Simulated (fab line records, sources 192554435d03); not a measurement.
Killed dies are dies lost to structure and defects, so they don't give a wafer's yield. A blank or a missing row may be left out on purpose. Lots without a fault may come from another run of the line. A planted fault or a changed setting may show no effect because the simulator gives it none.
Which tool did it? | flow n5_finfet | 7 lots, 20 wafers sampled, at 9 steps of a route of 1938

WHAT THE GAUGES READ, wafer by wafer
N5_BEOL_M1_OCD_MEAS_38. Usual: trench_depth_nm 54.7 nm, standard deviation 1.
lot  | measured     | on     | trench_depth_nm (nm) | flag
L786 | day 7 01:39  | ocd-02 | 54.7 55.0 53.8       |
L793 | day 9 01:40  | ocd-02 | 54.5 55.3 55.4       |
L796 | day 9 13:42  | ocd-02 | 56.4 53.8 54.1       |
L798 | day 10 04:50 | ocd-01 | 54.6 52.9 54.9       |
L799 | day 10 09:32 | ocd-01 | 53.8 - -             |
L800 | day 10 13:36 | ocd-01 | 54.0 -               |
L805 | day 11 17:39 | ocd-02 | 54.2 53.9 53.0       |

N5_BEOL_M1_CD_MEAS_35: target cd 18 nm, target cd y 21 nm. Usual: cd_nm 18.0 nm, standard deviation 0.33.
lot  | measured     | on        | cd_nm (nm)     | flag
L786 | day 7 01:49  | cd_sem-03 | 17.7 17.7 17.6 |
L793 | day 9 01:49  | cd_sem-01 | 18.6 18.4 18.1 |
L796 | day 9 13:51  | cd_sem-03 | 18.1 18.4 18.7 |
L798 | day 10 04:59 | cd_sem-03 | 17.3 17.6 18.1 |
L799 | day 10 09:42 | cd_sem-01 | 18.2 - -       |
L800 | day 10 13:46 | cd_sem-03 | 18.4 -         |
L805 | day 11 17:52 | cd_sem-03 | 17.8 17.7 17.9 |

N5_BEOL_M4_RC_MEAS_101. Usual: DIBL_N 36.0 mV/V, standard deviation 1.7; DIBL_P 36.0 mV/V, standard deviation 2; IOFF_N 0.156 nA/um, standard deviation 0.028; IOFF_P 0.21 nA/um, standard deviation 0.04; ION_N 673 uA/um, standard deviation 12; ION_P 463 uA/um, standard deviation 8.3; SS_N 71.4 mV/dec, standard deviation 0.6; SS_P 73.3 mV/dec, standard deviation 0.66; VT_N 250 mV, standard deviation 3; VT_P -250 mV, standard deviation 3.8.
lot  | measured     | on        | DIBL_N (mV/V)  | DIBL_P (mV/V)  | IOFF_N (nA/um)    | IOFF_P (nA/um) | ION_N (uA/um) | ION_P (uA/um) | SS_N (mV/dec)  | SS_P (mV/dec)  | VT_N (mV)   | VT_P (mV)      | flag
L786 | day 8 11:33  | prober-02 | 36.9 36.9 34.7 | 36.3 35.9 34.3 | 0.167 0.153 0.123 | 0.18 0.18 0.16 | 677 660 672   | 461 448 457   | 71.3 71.9 70.7 | 73.6 73.7 72.6 | 250 255 254 | -254 -255 -254 |
L793 | day 10 11:10 | prober-02 | 32.3 34.6 34.7 | 32.4 35.4 35.3 | 0.112 0.156 0.142 | 0.19 0.23 0.22 | 658 682 660   | 462 467 459   | 70.2 71.0 71.6 | 72.7 73.5 73.2 | 254 250 252 | -249 -247 -247 |
L796 | day 11 03:14 | prober-01 | 36.4 34.0 35.7 | 37.6 35.2 37.5 | 0.171 0.133 0.155 | 0.28 0.25 0.28 | 694 680 688   | 480 485 480   | 71.3 70.9 71.4 | 73.8 73.3 74.7 | 248 249 248 | -240 -243 -244 |
L798 | day 11 14:01 | prober-02 | 38.0 36.2 33.9 | 39.2 36.7 34.5 | 0.202 0.174 0.133 | 0.22 0.19 0.16 | 691 681 667   | 464 458 457   | 72.0 71.3 70.4 | 74.4 73.9 73.4 | 245 248 251 | -251 -252 -256 |
L799 | day 11 23:07 | prober-02 | 38.2           | 39.8           | 0.180             | 0.26           | 676           | 466           | 71.8           | 73.4           | 248         | -246           |
L800 | day 12 10:18 | prober-02 | 36.8           | 36.6           | 0.163             | 0.23           | 694           | 475           | 71.6           | 72.9           | 247         | -247           |
L805 | day 13 10:40 | prober-01 | 35.1 36.1 35.9 | 35.2 36.0 36.8 | 0.132 0.156 0.150 | 0.16 0.18 0.19 | 676 674 680   | 463 461 462   | 70.9 71.5 71.0 | 72.4 73.2 72.9 | 251 250 251 | -254 -256 -253 |

WHICH TOOL RAN EACH LOT (tool, then ch and the chambers of the sampled wafers, then the start)
lot  | N5_BEOL_M1_HM_DEP_02         | N5_BEOL_M1_ETCH_74                 | N5_BEOL_M1_ETCHBACK_99             | N5_BEOL_M1_VIA_ETCH_34             | N5_BEOL_M1_STRIP_36                | N5_BEOL_M1_TRENCH_ETCH_37
L786 | pvd_sputter-02, day 6 21:52  | rie_diel-05 ch 0,1,3, day 6 22:25  | rie_diel-05 ch 0,2,3, day 7 01:16  | rie_diel-05 ch 0,2,3, day 7 01:23  | rie_diel-05 ch 0,2,3, day 7 01:27  | rie_diel-05 ch 0,2,3, day 7 01:39 or earlier
L793 | pvd_sputter-02, day 8 21:22  | rie_diel-02 ch 0,2,3, day 8 22:02  | rie_diel-05 ch 0,1,2, day 9 01:16  | rie_diel-05 ch 0,1,2, day 9 01:25  | rie_diel-05 ch 0,1,2, day 9 01:28  | rie_diel-05 ch 0,1,2, day 9 01:40 or earlier
L796 | pvd_sputter-02, day 9 10:22  | rie_diel-02 ch 1,3, day 9 10:55    | rie_diel-02 ch 0,2,3, day 9 13:18  | rie_diel-02 ch 0,2,3, day 9 13:26  | rie_diel-02 ch 0,2,3, day 9 13:30  | rie_diel-02 ch 0,2,3, day 9 13:42 or earlier
L798 | pvd_sputter-01, day 9 22:50  | rie_diel-02 ch 0,2,3, day 9 23:44  | rie_diel-02 ch 1,2,3, day 10 04:26 | rie_diel-02 ch 1,2,3, day 10 04:35 | rie_diel-02 ch 1,2,3, day 10 04:38 | rie_diel-02 ch 1,2,3, day 10 04:50 or earlier
L799 | pvd_sputter-02, day 10 04:00 | rie_diel-04 ch 1,2,3, day 10 04:46 | rie_diel-04 ch 0,3, day 10 09:09   | rie_diel-04 ch 0,3, day 10 09:17   | rie_diel-04 ch 0,3, day 10 09:20   | rie_diel-04 ch 0,3, day 10 09:32 or earlier
L800 | pvd_sputter-02, day 10 09:19 | rie_diel-05 ch 1,3, day 10 10:00   | rie_diel-02 ch 1,2, day 10 13:13   | rie_diel-02 ch 1,2, day 10 13:21   | rie_diel-02 ch 1,2, day 10 13:25   | rie_diel-02 ch 1,2, day 10 13:36 or earlier
L805 | pvd_sputter-03, day 11 11:47 | rie_diel-04 ch 1,2,3, day 11 12:27 | rie_diel-02 ch 1,2,3, day 11 17:16 | rie_diel-02 ch 1,2,3, day 11 17:23 | rie_diel-02 ch 1,2,3, day 11 17:27 | rie_diel-02 ch 1,2,3, day 11 17:39 or earlier
- N5_BEOL_M1_HM_DEP_02: deposits TiN, target thk 20 nm.
- N5_BEOL_M1_ETCH_74: etches underlayer in N2/H2, target depth 6.5 nm, time 5.2 s.
- N5_BEOL_M1_ETCHBACK_99: etches SiO2 in CHF3, target depth 5 nm, time 10.4 s.
- N5_BEOL_M1_VIA_ETCH_34: etches the open film in C4F6/O2, target depth 67.8 nm, time 64.4 s.
- N5_BEOL_M1_STRIP_36: strips in N2/H2.
- N5_BEOL_M1_TRENCH_ETCH_37: etches SiOC in C4F6/O2, target depth 55.207 nm, time 29 s.

WHAT THE TOOLS THEMSELVES READ (means of the sampled wafers that have a number; where no wafer has one, the mark that the record gives instead)
N5_BEOL_M1_HM_DEP_02. Usual: chamber_pressure_pa 0.5000 Pa, standard deviation 0.001; substrate_temp_c 25.01 C, standard deviation 0.099; throttle_valve_pct 29.7 %, standard deviation 0.91.
lot  | tool           | chamber_pressure_pa (Pa) | substrate_temp_c (C) | throttle_valve_pct (%) | flag
L786 | pvd_sputter-02 | 0.5005                   | 24.86                | 29.4                   |
L793 | pvd_sputter-02 | 0.5002                   | 25.07                | 29.0                   |
L796 | pvd_sputter-02 | 0.4998                   | 24.98                | 29.4                   |
L798 | pvd_sputter-01 | 0.4997                   | 25.05                | 30.4                   |
L799 | pvd_sputter-02 | 0.5001                   | 25.02                | 29.2                   |
L800 | pvd_sputter-02 | 0.4989                   | 24.92                | 29.1                   |
L805 | pvd_sputter-03 | 0.4999                   | 25.06                | 30.1                   |

N5_BEOL_M1_ETCH_74. Usual: drypump_motor_current_A 5.9 A, standard deviation 0.57; etch_rf_on_time_s 5.25 s, standard deviation 0.14; n2_flow_sccm 200.0 sccm, standard deviation 0.64; oes_product_au 0.68 a.u., standard deviation 0.075; rf_vpp_V 524.0 V, standard deviation 2.6; showerhead_plenum_p_Torr 2.54 Torr, standard deviation 0.084; throttle_valve_pct 17.86 %, standard deviation 0.22.
lot  | tool        | drypump_motor_current_A (A) | etch_rf_on_time_s (s) | n2_flow_sccm (sccm) | oes_product_au (a.u.) | rf_vpp_V (V) | showerhead_plenum_p_Torr (Torr) | throttle_valve_pct (%) | flag
L786 | rie_diel-05 | 5.8                         | 5.16                  | 199.9               | 0.66                  | 523.6        | 2.51                            | 17.82                  |
L793 | rie_diel-02 | 6.1                         | 5.25                  | 200.0               | 0.65                  | 522.5        | 2.50                            | 18.01                  |
L796 | rie_diel-02 | 6.4                         | 5.39                  | 199.9               | 0.68                  | 523.8        | 2.53                            | 17.92                  |
L798 | rie_diel-02 | 6.1                         | 5.22                  | 200.3               | 0.73                  | 525.4        | 2.60                            | 17.85                  |
L799 | rie_diel-04 | 5.5                         | 5.23                  | 200.4               | 0.64                  | 526.6        | 2.63                            | 17.70                  |
L800 | rie_diel-05 | 5.9                         | 5.23                  | 201.1               | 0.66                  | 520.2        | 2.45                            | 17.80                  |
L805 | rie_diel-04 | 5.5                         | 5.29                  | 200.1               | 0.71                  | 524.7        | 2.63                            | 17.59                  |

N5_BEOL_M1_ETCHBACK_99. Usual: drypump_motor_current_A 5.9 A, standard deviation 0.56; oes_f_703_au 0.80 a.u., standard deviation 0.098; oes_product_au 0.81 a.u., standard deviation 0.1; rf_vpp_V 239 V, standard deviation 4.1; showerhead_plenum_p_Torr 2.16 Torr, standard deviation 0.071; throttle_valve_pct 17.05 %, standard deviation 0.22.
lot  | tool        | drypump_motor_current_A (A) | oes_f_703_au (a.u.) | oes_product_au (a.u.) | rf_vpp_V (V) | showerhead_plenum_p_Torr (Torr) | throttle_valve_pct (%) | flag
L786 | rie_diel-05 | 6.1                         | 0.82                | 0.81                  | 239          | 2.14                            | 16.94                  |
L793 | rie_diel-05 | 5.8                         | 0.80                | 0.79                  | 235          | 2.13                            | 16.99                  |
L796 | rie_diel-02 | 6.1                         | 0.86                | 0.87                  | 239          | 2.20                            | 17.07                  |
L798 | rie_diel-02 | 6.5                         | 0.80                | 0.83                  | 239          | 2.15                            | 17.19                  |
L799 | rie_diel-04 | 5.5                         | 0.92                | 0.54                  | 236          | 2.26                            | 16.76                  |
L800 | rie_diel-02 | 6.5                         | 0.82                | 0.58                  | 240          | 2.15                            | 17.19                  |
L805 | rie_diel-02 | 6.5                         | 0.78                | 0.81                  | 239          | 2.15                            | 17.22                  |

N5_BEOL_M1_VIA_ETCH_34. Usual: drypump_motor_current_A 5.9 A, standard deviation 0.56; oes_f_703_au 0.80 a.u., standard deviation 0.099; oes_o_777_au 0.80 a.u., standard deviation 0.1; oes_product_au 0.81 a.u., standard deviation 0.1; rf_vpp_V 661 V, standard deviation 11; showerhead_plenum_p_Torr 2.86 Torr, standard deviation 0.09; throttle_valve_pct 30.74 %, standard deviation 0.25.
lot  | tool        | drypump_motor_current_A (A) | oes_f_703_au (a.u.) | oes_o_777_au (a.u.) | oes_product_au (a.u.) | rf_vpp_V (V) | showerhead_plenum_p_Torr (Torr) | throttle_valve_pct (%) | flag
L786 | rie_diel-05 | 6.1                         | 0.82                | 0.83                | 0.82                  | 659          | 2.82                            | 30.61                  |
L793 | rie_diel-05 | 5.8                         | 0.80                | 0.80                | 0.79                  | 651          | 2.82                            | 30.66                  |
L796 | rie_diel-02 | 6.1                         | 0.87                | 0.86                | 0.86                  | 660          | 2.90                            | 30.70                  |
L798 | rie_diel-02 | 6.5                         | 0.79                | 0.80                | 0.83                  | 661          | 2.84                            | 30.93                  |
L799 | rie_diel-04 | 5.5                         | 0.92                | 0.94                | 0.53                  | 654          | 2.98                            | 30.58                  |
L800 | rie_diel-02 | 6.5                         | 0.81                | 0.81                | 0.56                  | 661          | 2.84                            | 30.95                  |
L805 | rie_diel-02 | 6.5                         | 0.78                | 0.78                | 0.81                  | 661          | 2.83                            | 30.95                  |

N5_BEOL_M1_STRIP_36. Usual: drypump_motor_current_A 5.9 A, standard deviation 0.56; n2_flow_sccm 200.0 sccm, standard deviation 0.64; oes_product_au 0.81 a.u., standard deviation 0.1; power_w 450.3 W, standard deviation 1.4; rf_vpp_V 59.2 V, standard deviation 1.6; showerhead_plenum_p_Torr 2.55 Torr, standard deviation 0.083; throttle_valve_pct 23.68 %, standard deviation 0.29.
lot  | tool        | drypump_motor_current_A (A) | n2_flow_sccm (sccm) | oes_product_au (a.u.) | power_w (W) | rf_vpp_V (V) | showerhead_plenum_p_Torr (Torr) | throttle_valve_pct (%) | flag
L786 | rie_diel-05 | 6.1                         | 200.3               | 0.82                  | 451.1       | 57.9         | 2.53                            | 23.67                  |
L793 | rie_diel-05 | 5.9                         | 200.4               | 0.79                  | 450.1       | 58.1         | 2.52                            | 23.59                  |
L796 | rie_diel-02 | 6.1                         | 200.2               | 0.87                  | 450.0       | 60.6         | 2.60                            | 23.62                  |
L798 | rie_diel-02 | 6.5                         | 200.0               | 0.84                  | 450.8       | 60.0         | 2.53                            | 23.82                  |
L799 | rie_diel-04 | 5.4                         | 199.5               | 0.93                  | 450.2       | 59.2         | 2.65                            | 23.35                  |
L800 | rie_diel-02 | 6.5                         | 200.0               | 0.87                  | 450.6       | 59.0         | 2.53                            | 23.91                  |
L805 | rie_diel-02 | 6.5                         | 200.1               | 0.82                  | 450.5       | 58.8         | 2.53                            | 23.83                  |

N5_BEOL_M1_TRENCH_ETCH_37. Usual: drypump_motor_current_A 5.9 A, standard deviation 0.56; oes_f_703_au 0.80 a.u., standard deviation 0.098; oes_o_777_au 0.80 a.u., standard deviation 0.1; oes_product_au 0.80 a.u., standard deviation 0.1; rf_vpp_V 661 V, standard deviation 11; showerhead_plenum_p_Torr 2.86 Torr, standard deviation 0.09; throttle_valve_pct 20.85 %, standard deviation 0.23.
lot  | tool        | drypump_motor_current_A (A) | oes_f_703_au (a.u.) | oes_o_777_au (a.u.) | oes_product_au (a.u.) | rf_vpp_V (V) | showerhead_plenum_p_Torr (Torr) | throttle_valve_pct (%) | flag
L786 | rie_diel-05 | 6.1                         | 0.82                | 0.83                | 0.81                  | 660          | 2.83                            | 20.73                  |
L793 | rie_diel-05 | 5.8                         | 0.80                | 0.80                | 0.79                  | 652          | 2.82                            | 20.79                  |
L796 | rie_diel-02 | 6.1                         | 0.86                | 0.85                | 0.86                  | 661          | 2.90                            | 20.86                  |
L798 | rie_diel-02 | 6.5                         | 0.79                | 0.79                | 0.83                  | 661          | 2.84                            | 21.02                  |
L799 | rie_diel-04 | 5.5                         | 0.93                | 0.94                | 0.92                  | 655          | 2.98                            | 20.61                  |
L800 | rie_diel-02 | 6.5                         | 0.82                | 0.81                | 0.85                  | 661          | 2.84                            | 21.02                  |
L805 | rie_diel-02 | 6.5                         | 0.78                | 0.78                | 0.80                  | 661          | 2.84                            | 21.04                  |

THE ANSWER, worked out from the rows above alone
Rule: a lot is off if the mean of its wafers that have a number lies more than 3 standard deviations from the usual mean. A lot without any number at a reading at which 4 lots or more have one is off too. The other lots that the step has rows for count as sound. The gauges are gone through in route order, then the tools' own readings, and for those a lot's mean is taken as printed above. The first step at which some lot is off is used, and at that step the reading that is off furthest; a lot without a number counts as furthest.
No lot is off at any reading shown: from this, nothing can be told.

WHAT THE SIMULATOR HAD PUT IN
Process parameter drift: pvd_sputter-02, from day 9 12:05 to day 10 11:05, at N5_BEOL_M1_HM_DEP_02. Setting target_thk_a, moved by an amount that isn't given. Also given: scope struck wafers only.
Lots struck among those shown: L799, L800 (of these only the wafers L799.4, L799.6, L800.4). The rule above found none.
